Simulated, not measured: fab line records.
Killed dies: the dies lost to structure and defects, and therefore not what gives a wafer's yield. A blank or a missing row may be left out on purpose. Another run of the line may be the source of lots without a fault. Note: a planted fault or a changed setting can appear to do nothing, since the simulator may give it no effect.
A lot that was struck, set against a sound lot + flow nand harc + 13 steps out of a route of 1302
Sound: wafers L527.4, L527.5, L527.6. The struck wafers were L538.1, L538.2, L538.4. The cause is named last.
Each step with rows lists, per side, the tool, then ch with its chambers, then its first start. Under that, the readings that differ: sound wafers + struck wafers + difference of the means + sigmas: that difference in standard deviations of wafers without a fault.
alike: readings with means less than 2 such deviations apart, plus words and numbers identical on both sides. not compared: withheld readings, readings lacking a value on some wafer, bounds such as >300 that could conceal the same value, and numbers that have no deviation in the record and whose values overlap.
Wherever a step has rows on one side only, a row that says differs or no value, or a row with sigmas, the two part there. Numbers that have no deviation but don't overlap get no sigmas and don't part them. Lack of a reading on every wafer of one side parts them only where that side has two or more wafers.

first, 1 step without rows for these wafers: NHARC_A_CHANNEL_FILL_D1_ALD_15 (deposits SiNx, target thk 2 nm, pulse time 60 s, ald cycles 19).
NHARC_A_CHANNEL_FILL_D1_ALD_16: deposits SiO2, target thk 1.5 nm, pulse time 10 s, ald cycles 15.
  sound on ald hk-03 ch 1,2, day 10 21:29; struck on ald hk-03 ch 0,2,3, day 15 00:13
  alike: heater power outer w, heater power w, precursor pulse height rel
then, 2 steps without rows for these wafers: NHARC_A_CHANNEL_FILL_D1_ANNEAL_17 (time 1800 s); NHARC_A_CHANNEL_FILL_D1_CVD_18 (deposits poly-Si, target thk 3 nm).
NHARC_A_CHANNEL_FILL_D1_ETCHBACK_19: etches the open film in HBr/Cl2, target depth 5 nm, time 1.7 s.
  sound on rie si-04 ch 0,2,3, day 11 09:21; struck on rie si-06 ch 0,2,3, day 15 11:59
  alike: drypump motor current A, oes product au, rf fwd power W, throttle valve pct
  not compared: rf hours counter h
NHARC_A_CHANNEL_FILL_D1_ETCHBACK_20: etches the open film in C4F8/O2/Ar, target depth 27 nm, time 13.5 s.
  sound on rie diel-06 ch 1,2, day 11 09:27; struck on rie diel-06 ch 1,2,3, day 15 12:06
  alike: oes product au, rf fwd power W, rf vpp V
  not compared: rf hours counter h
NHARC_A_CHANNEL_FILL_D1_STRIP_28: strips in O2, time 20 s.
  sound on rie diel-06 ch 0,1, day 11 09:32; struck on rie diel-06 ch 0,1,2, day 15 12:11
  alike: drypump motor current A, oes product au, rf vpp V, showerhead plenum p Torr, throttle valve pct
  not compared: rf hours counter h
then, 4 steps without rows for these wafers: NHARC_A_CHANNEL_FILL_D1_PRECLEAN_21 (cleans in dHF, time 30 s); NHARC_A_CHANNEL_FILL_D1_SRD_23; NHARC_A_CHANNEL_FILL_D1_CVD_05 (deposits poly-Si, target thk 5 nm); NHARC_A_CHANNEL_FILL_D1_ANNEAL_22 (time 7200 s).
NHARC_A_CHANNEL_FILL_D1_ALD_25: deposits SiOx, target thk 60 nm, pulse time 10 s, ald cycles 600.
  sound on ald hk-02 ch 0,1,2, day 11 23:19; struck on ald hk-03 ch 0,1,2, day 15 23:46
  no value came back on the struck wafers for ald cycles, heater power outer w (W), heater power w (W), precursor pulse height rel; on the sound wafers ald cycles reads 600 600 600
NHARC_A_CHANNEL_FILL_D1_ETCHBACK_08: etches the open film in C4F8, target depth 220 nm, time 110 s.
  sound: rie diel-05 ch 2,3; struck: rie diel-06 ch 0,1,3
  alike: oes product au, rf fwd power W, rf vpp V
  not compared: rf hours counter h

## WHERE THEY PART
NHARC_A_CHANNEL_FILL_D1_ALD_25 only, going by this record. Later steps at which nothing parts them and some readings are alike: NHARC_A_CHANNEL_FILL_D1_ETCHBACK_08.

WHY: the cause the simulator had injected
Whole step skipped at NHARC_A_CHANNEL_FILL_D1_ALD_25 on ald hk-03, starting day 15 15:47. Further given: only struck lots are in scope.
